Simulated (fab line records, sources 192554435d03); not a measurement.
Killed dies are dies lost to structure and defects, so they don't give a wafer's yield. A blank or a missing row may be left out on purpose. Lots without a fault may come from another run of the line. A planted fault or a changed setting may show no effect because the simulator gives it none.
Chamber matching | flow n5_finfet | N5_FIN_SAQP_ETCH_52 on rie_diel-02: 4 sister chambers
The step etches SOC in N2/H2, target depth 100 nm, overetch 20 nm, time 150 s. 8 wafers are shown with their chamber, then 8 later ones without.

WAFERS WITH THEIR CHAMBER
wafer  | chamber | showerhead_plenum_p_Torr (Torr) | drypump_motor_current_A (A)
L074.5 | 1       | 2.65                            | 6.2
L079.3 | 0       | 2.41                            | 5.3
L080.3 | 1       | 2.65                            | 6.3
L083.5 | 0       | 2.41                            | 5.3
L083.6 | 3       | 2.55                            | 5.6
L086.3 | 3       | 2.54                            | 5.6
L086.5 | 2       | 2.65                            | 5.2
L088.1 | 2       | 2.65                            | 5.2

WAFERS WITHOUT THEIR CHAMBER
wafer  | showerhead_plenum_p_Torr (Torr) | drypump_motor_current_A (A)
L088.3 | 2.41                            | 5.3
L088.4 | 2.54                            | 5.6
L089.1 | 2.54                            | 5.6
L089.4 | 2.65                            | 5.3
L089.5 | 2.64                            | 6.2
L092.2 | 2.54                            | 5.6
L092.3 | 2.40                            | 5.3
L092.4 | 2.63                            | 6.2

WHICH CHAMBER EACH WENT THROUGH
wafer  | from the rows above | in truth
L088.3 | 0                   | 0
L088.4 | 3                   | 3
L089.1 | 3                   | 3
L089.4 | 2                   | 2
L089.5 | 1                   | 1
L092.2 | 3                   | 3
L092.3 | 0                   | 0
L092.4 | 1                   | 1
Placed correctly: 8 of 8. Can't be placed from these rows: 0. Placed wrongly: 0.
How it was worked out, from the rows above alone: a wafer's distance from a chamber is the root of the sum, over the readings, of the square of ((its reading less the chamber's mean) divided by the reading's scatter). The wafer belongs to the nearest chamber; if the next one is less than 2 further off, it can't be placed. A chamber's mean is the mean of its shown wafers. The scatter: the root of (the sum of the squares of (reading less its chamber's mean) over the shown wafers, divided by (wafers less chambers)).
